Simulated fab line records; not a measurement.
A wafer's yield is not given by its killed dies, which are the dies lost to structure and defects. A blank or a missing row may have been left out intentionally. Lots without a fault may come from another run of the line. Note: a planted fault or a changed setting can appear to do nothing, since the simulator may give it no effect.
Struck lot and sound lot, side by side	flow nand harc	38 out of 1302 route steps
Sound: the wafers L838.1, L838.4, L838.6. The struck wafers were L831.1, L831.3, L831.5. The cause is given at the end.
At each step with rows: each side's tool, then ch and its chambers, then its first start. Under that, the readings that differ: sound wafers	struck wafers	difference of the means	sigmas: that difference in standard deviations of wafers without a fault.
alike: a reading whose means differ by less than 2 such deviations, as well as words and numbers matching on both sides. not compared: withheld readings; readings where some wafer has no value; bounds like >300 that might hide an equal value; numbers whose values overlap and for which the record gives no deviation.
The two part at a step that has a row with sigmas, a row that says differs or no value, or rows on one side only. Numbers that have no deviation but don't overlap get no sigmas and don't part them. A reading missing from all wafers of one side parts the sides only when that side holds two or more wafers.

first, 10 steps without rows for these wafers: NHARC_A_STAIRCASE_HMDS_303 (time 30 s); NHARC_A_STAIRCASE_COAT_304; NHARC_A_STAIRCASE_SOFTBAKE_305 (time 170 s); NHARC_A_STAIRCASE_EBR_306; NHARC_A_STAIRCASE_EXPOSE_307 (exposes mask CHOP 50); NHARC_A_STAIRCASE_PEB_308 (peb time 130 s); NHARC_A_STAIRCASE_DEVELOP_309 (time 140 s); NHARC_A_STAIRCASE_HARDBAKE_311 (time 140 s); NHARC_A_STAIRCASE_DESCUM_312 (chemistry O2, time 3 s); NHARC_A_STAIRCASE_ETCH_313 (etches the open film in CF4/CHF3).
NHARC_A_STAIRCASE_HM_OPEN_463: chemistry O2/COS.
  sound: rie diel-01 ch 0,1,2; struck: rie diel-01 ch 0,2
  alike: cos flow sccm, drypump motor current A, oes product au, rf vpp V, showerhead plenum p Torr, throttle valve pct
  not compared: rf hours counter h
NHARC_A_STAIRCASE_STRIP_464: strips in O2/COS.
  sound on rie diel-01 ch 2,3, day 21 16:33; struck on rie diel-01 ch 1,2,3, day 18 22:50
then, 2 steps without rows for these wafers: NHARC_A_STAIRCASE_ETCH_453 (etches the open film in CF4/O2, target depth 30 nm, overetch 3 nm, time 16.5 s); NHARC_A_STAIRCASE_ETCH_315 (etches the open film in C4F8/O2/Ar, target depth 2500 nm, time 607.1 s).
NHARC_A_STAIRCASE_STRIP_316: strips in O2.
  sound: rie diel-01 ch 0,2,3; struck: rie diel-01 ch 0,1,2
  alike: drypump motor current A, oes product au, rf vpp V, showerhead plenum p Torr, throttle valve pct
  not compared: rf hours counter h
then, 5 steps without rows for these wafers: NHARC_A_STAIRCASE_STRIP_317 (strips in SPM, time 900 s); NHARC_A_STAIRCASE_PRECLEAN_318 (cleans in SC1); NHARC_A_STAIRCASE_SRD_329; NHARC_A_STAIRCASE_ALD_415 (deposits SiO2, target thk 30 nm, pulse time 6 s, ald cycles 300); NHARC_A_STAIRCASE_ETCHBACK_416 (etches the open film in C4F8/O2/Ar, target depth 36 nm, time 7.2 s).
NHARC_A_STAIRCASE_STRIP_476: strips in O2, time 20 s.
  sound on rie diel-05 ch 1,2,3, day 21 20:07; struck on rie diel-05 ch 0,1, day 19 02:25
  alike: drypump motor current A, oes product au, rf vpp V, showerhead plenum p Torr, throttle valve pct
  not compared: rf hours counter h
NHARC_A_STAIRCASE_DEP_417: deposits Si3N4, target thk 60 nm.
  sound on pecvd-04 ch 0,2, day 21 20:13; struck on pecvd-04 ch 0,1,2, day 19 02:30
  alike: heater power outer w, heater power w, susceptor temp C
then, 9 steps without rows for these wafers: NHARC_A_STAIRCASE_WET_418 (chemistry H3PO4, target depth 20 nm); NHARC_A_STAIRCASE_PRECLEAN_419 (cleans in SC1); NHARC_A_STAIRCASE_SRD_421; NHARC_A_STAIRCASE_ALD_420 (deposits SiO2, target thk 20 nm, pulse time 6 s, ald cycles 200); NHARC_A_STAIRCASE_CVD_552 (deposits SiNx, target thk 40 nm); NHARC_A_STAIRCASE_DEP_151 (deposits SiO2, target thk 7200 nm); NHARC_A_STAIRCASE_ANNEAL_320 (time 1800 s); NHARC_A_STAIRCASE_DEP_322 (deposits SiO2, target thk 7200 nm); NHARC_A_STAIRCASE_ANNEAL_323 (time 1800 s).
NHARC_A_STAIRCASE_DEP_325: deposits SiO2, target thk 7200 nm.
  sound on pecvd-03 ch 0,1, day 22 19:19; struck on pecvd-03 ch 0,1, day 20 03:57
  alike: heater power outer w, heater power w, susceptor temp C
then, 5 steps without rows for these wafers: NHARC_A_STAIRCASE_ANNEAL_326 (time 1800 s); NHARC_A_STAIRCASE_DEHYDRATE_433 (time 120 s); NHARC_A_STAIRCASE_HMDS_434 (time 30 s); NHARC_A_STAIRCASE_COAT_435; NHARC_A_STAIRCASE_SOFTBAKE_436 (time 170 s).
-- break in the record here, with 6 days between the starts of the struck wafers on either side (left off in module A_STAIRCASE, picked up again in module END, where the first step shown is number 1302 on the route) --
NHARC_END_SORT_01:
  at this point the record logs the struck wafers (prober-02 ch 0, day 25 20:18) and has no rows for the sound ones

## WHERE THEY PART
NHARC_END_SORT_01 only, going by this record.

WHY: what the simulator had put in
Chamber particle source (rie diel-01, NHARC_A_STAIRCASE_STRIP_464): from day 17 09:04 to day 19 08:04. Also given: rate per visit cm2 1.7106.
